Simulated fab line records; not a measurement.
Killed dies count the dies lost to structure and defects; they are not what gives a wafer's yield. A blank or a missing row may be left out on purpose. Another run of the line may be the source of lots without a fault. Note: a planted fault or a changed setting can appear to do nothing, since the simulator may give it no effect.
A lot that was struck, set against a sound lot | flow nand_harc | 13 steps out of a route of 1159
Sound: the wafers L692.1, L692.3, L692.4. Struck: wafer L702.4. (L702.1 of the same lot was not struck and is left out.) The cause comes at the end.
Per side, at each step with rows, come the tool, then ch with its chambers, and then its first start. Under that, the readings that differ: sound wafers | struck wafers | difference of the means | sigmas: that difference in standard deviations of wafers without a fault.
alike: readings with means less than 2 such deviations apart, plus words and numbers identical on both sides. not compared: withheld readings, readings lacking a value on some wafer, bounds such as >300 that could conceal the same value, and numbers that have no deviation in the record and whose values overlap.
A row with sigmas, a row that says differs or no value, or rows on one side alone: a step with any of these is where the two part. Numbers that don't overlap but have no deviation are shown without sigmas and don't part them. Lack of a reading on every wafer of one side parts them only where that side has two or more wafers.

first, 1 step without rows for these wafers: NHARC_A_ONON_D1_DEP_00 (target thk 1000 nm).
NHARC_A_ONON_D1_THK_MEAS_02: measures by ellipsometry.
  sound: film_metro-02 at day 7 20:26; struck: film_metro-02 at day 10 18:01
  alike: thk_nm
next comes 1 step that has no rows for these wafers: NHARC_A_ONON_D1_DEP_03 (target thickness 1000 nm).
NHARC_A_ONON_D1_THK_MEAS_05: measures by ellipsometry.
  sound: film_metro-01 at day 7 21:30; struck: film_metro-02 at day 10 18:35
  alike: thk_nm
next comes 1 step that has no rows for these wafers: NHARC_A_ONON_D1_DEP_06 (target thickness 1000 nm).
NHARC_A_ONON_D1_THK_MEAS_08: measures by ellipsometry.
  sound: film_metro-01 at day 7 22:31; struck: film_metro-01 at day 10 19:08
  alike: thk_nm
next comes 1 step that has no rows for these wafers: NHARC_A_ONON_D1_DEP_09 (target thickness 1000 nm).
NHARC_A_ONON_D1_THK_MEAS_11: measures by ellipsometry.
  sound: film_metro-01 at day 7 23:05; struck: film_metro-01 at day 10 19:44
  reading     | sound          | struck | difference | sigmas
  thk_nm (nm) | 1020 1021 1019 | 1000   | -20        | -2
next comes 1 step that has no rows for these wafers: NHARC_A_ONON_D1_DEP_12 (target thickness 1000 nm).
NHARC_A_ONON_D1_THK_MEAS_14: measures by ellipsometry.
  sound: film_metro-01 at day 7 23:38; struck: film_metro-02 at day 10 20:18
  alike: thk_nm
then, 1 step without rows for these wafers: NHARC_A_ONON_D1_ANNEAL_15 (time 3600 s).
NHARC_A_ONON_D1_DEP_16: target thk 1000 nm.
  sound on pecvd_onon-02 ch 0, day 8 07:11; struck on pecvd_onon-02 ch 0, day 11 03:14
  alike: n2_flow_sccm
NHARC_A_ONON_D1_THK_MEAS_18: measures by ellipsometry.
  sound: film_metro-02 at day 8 07:41; struck: film_metro-02 at day 11 03:55
  reading     | sound       | struck | difference | sigmas
  thk_nm (nm) | 995 994 998 | 1758   | +762       | +59
  not compared: hold

== WHERE THEY PART ==
Last at NHARC_A_ONON_D1_THK_MEAS_18 as far as this record goes, first at NHARC_A_ONON_D1_THK_MEAS_11.

WHY: what the simulator had put in
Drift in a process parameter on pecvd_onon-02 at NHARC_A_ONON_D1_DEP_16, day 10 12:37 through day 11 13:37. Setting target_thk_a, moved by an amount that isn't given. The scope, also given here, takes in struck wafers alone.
